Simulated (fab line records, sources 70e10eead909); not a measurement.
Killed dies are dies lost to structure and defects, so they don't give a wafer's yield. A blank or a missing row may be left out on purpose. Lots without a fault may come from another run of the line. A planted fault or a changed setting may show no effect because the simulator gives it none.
Chamber matching | flow nand_harc | NHARC_A_BLC_STRIP_29 on rie_diel-07: 4 sister chambers
The step strips in CF4. 24 wafers are shown with their chamber, then 12 later ones without.

WAFERS WITH THEIR CHAMBER
wafer  | chamber | drypump_motor_current_A (A) | showerhead_plenum_p_Torr (Torr) | rf_vpp_V (V)
L074.2 | 1       | 6.5                         | 1.75                            | 59.0
L074.3 | 3       | 5.3                         | 1.72                            | 60.6
L074.6 | 0       | 5.7                         | 1.74                            | 58.8
L075.3 | 3       | 5.3                         | 1.72                            | 58.9
L075.5 | 2       | 5.4                         | 1.78                            | 60.0
L075.6 | 1       | 6.4                         | 1.75                            | 60.0
L081.2 | 1       | 6.5                         | 1.75                            | 58.5
L081.3 | 3       | 5.3                         | 1.71                            | 59.6
L081.5 | 2       | 5.4                         | 1.78                            | 59.6
L083.2 | 1       | 6.5                         | 1.75                            | 60.0
L083.4 | 0       | 5.7                         | 1.74                            | 57.6
L083.5 | 0       | 5.7                         | 1.74                            | 58.4
L082.1 | 3       | 5.3                         | 1.71                            | 59.7
L082.2 | 2       | 5.4                         | 1.78                            | 59.4
L082.5 | 0       | 5.7                         | 1.74                            | 58.1
L086.3 | 1       | 6.4                         | 1.74                            | 59.5
L086.4 | 3       | 5.3                         | 1.71                            | 60.1
L086.6 | 2       | 5.4                         | 1.78                            | 59.9
L087.3 | 0       | 5.7                         | 1.74                            | 59.5
L087.4 | 1       | 6.4                         | 1.74                            | 58.5
L087.6 | 1       | 6.5                         | 1.74                            | 59.6
L090.2 | 2       | 5.4                         | 1.78                            | 60.6
L090.3 | 1       | 6.5                         | 1.74                            | 59.6
L090.5 | 3       | 5.3                         | 1.71                            | 57.9

SIGNATURES (means of the wafers above)
reading                  | chamber 0 | chamber 1 | chamber 2 | chamber 3 | scatter within a chamber
drypump_motor_current_A  | 5.700     | 6.463     | 5.400     | 5.300     | 0.0306
showerhead_plenum_p_Torr | 1.7400    | 1.7450    | 1.7800    | 1.7133    | 0.00408
rf_vpp_V                 | 58.480    | 59.337    | 59.900    | 59.467    | 0.707
Rule: a wafer's distance from a chamber is the root of the sum, over the readings, of the square of ((its reading less the chamber's mean) divided by the reading's scatter). The wafer belongs to the nearest chamber; if the next one is less than 2 further off, it can't be placed. The scatter: the root of (the sum of the squares of (reading less its chamber's mean) over the shown wafers, divided by (wafers less chambers)).

WAFERS WITHOUT THEIR CHAMBER
wafer  | drypump_motor_current_A (A) | showerhead_plenum_p_Torr (Torr) | rf_vpp_V (V)
L088.3 | 6.5                         | 1.74                            | 59.3
L088.4 | 5.7                         | 1.73                            | 58.6
L088.6 | 5.4                         | 1.78                            | 57.5
L092.4 | 6.4                         | 1.74                            | 59.4
L092.5 | 5.3                         | 1.71                            | 58.3
L092.6 | 5.7                         | 1.73                            | 58.4
L095.2 | 5.7                         | 1.73                            | 59.3
L095.5 | 5.4                         | 1.78                            | 60.5
L095.6 | 5.3                         | 1.71                            | 59.2
L094.1 | 5.7                         | 1.73                            | 58.6
L094.2 | 5.4                         | 1.78                            | 59.7
L094.4 | 6.5                         | 1.74                            | 57.8

WHICH CHAMBER EACH WENT THROUGH
wafer  | from the rows above | in truth
L088.3 | 1                   | 1
L088.4 | 0                   | 0
L088.6 | 2                   | 2
L092.4 | 1                   | 1
L092.5 | 3                   | 3
L092.6 | 0                   | 0
L095.2 | 0                   | 0
L095.5 | 2                   | 2
L095.6 | 3                   | 3
L094.1 | 0                   | 0
L094.2 | 2                   | 2
L094.4 | 1                   | 1
Placed correctly: 12 of 12. Can't be placed from these rows: 0. Placed wrongly: 0.
